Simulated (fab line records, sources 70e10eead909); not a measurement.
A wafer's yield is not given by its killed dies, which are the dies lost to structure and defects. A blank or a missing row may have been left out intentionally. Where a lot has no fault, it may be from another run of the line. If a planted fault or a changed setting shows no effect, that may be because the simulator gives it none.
A single fault, viewed from 2 desks / flow nand-harc / what lay behind the numbers comes last; until then each desk has only its own

AT THE TOOL OWNER'S DESK: rie-diel-09
The tool's own readings at NHARC_THIN_TSV_ETCHBACK_48 (etches the open film in C4F8/Ar, target depth 1028.5 nm, time 405.17 s): means of the sampled wafers that have a number, for each lot that ran on this tool. If a lot's mean is further than 4 standard deviations from the usual mean, the lot is out of limits and carries the mark OUT (the distance appears in the brackets).
Columns: A = oes-product-au at NHARC_THIN_TSV_ETCHBACK_48, usual 0.937 a.u.; B = rf-vpp-V at NHARC_THIN_TSV_ETCHBACK_48, usual 544.6 V
lot=L954; first seen here=day 19 18:07; A=0.998; B=544.3
lot=L955; first seen here=day 19 19:20; A=1.000; B=545.0
lot=L964; first seen here=day 21 23:47; A=0.989; B=545.2
lot=L963; first seen here=day 22 02:56; A=0.938; B=545.4
This desk found nothing out of limits on any of the 4 lots.

THE METROLOGY DESK
What the gauges read, lot by lot, whatever tool the lot ran on: means of the sampled wafers that have a number. If a lot's mean is further than 4 standard deviations from the usual mean, the lot is out of limits and carries the mark OUT (the distance appears in the brackets).
Columns: A = thk-nm at NHARC_A_M1_THK_MEAS_24, usual 154.7 nm; B = cd-nm at NHARC_A_BONDPAD_CD_MEAS_13, usual 499.6 nm
lot=L952; first seen here=day 18 05:44; A=153.7; B=497.1
lot=L951; first seen here=day 18 08:50; A=154.7; B=499.0
lot=L954; first seen here=day 18 20:04; A=156.1; B=500.6
lot=L955; first seen here=day 19 00:25; A=154.9; B=497.8
lot=L950; first seen here=day 19 08:53; A=154.2; B=500.6
lot=L960; first seen here=day 21 00:37; A=156.0; B=500.8
lot=L964; first seen here=day 21 05:05; A=153.5; B=499.4
lot=L963; first seen here=day 21 06:05; A=155.3; B=500.5
lot=L966; first seen here=day 22 06:43; A=154.6; B=499.9
lot=L970; first seen here=day 22 07:53; A=153.7; B=498.3
lot=L968; first seen here=day 22 15:04; A=155.9; B=498.4
lot=L969; first seen here=day 22 15:22; A=156.7; B=498.5
lot=L972; first seen here=day 23 03:02; A=155.2; B=501.2
This desk found nothing out of limits on any of the 13 lots.

ALL TOGETHER
The desk of the tool owner found nothing out of limits.
From the metrology desk's view, nothing was out of limits.

WHAT WAS PUT IN BY THE SIMULATOR
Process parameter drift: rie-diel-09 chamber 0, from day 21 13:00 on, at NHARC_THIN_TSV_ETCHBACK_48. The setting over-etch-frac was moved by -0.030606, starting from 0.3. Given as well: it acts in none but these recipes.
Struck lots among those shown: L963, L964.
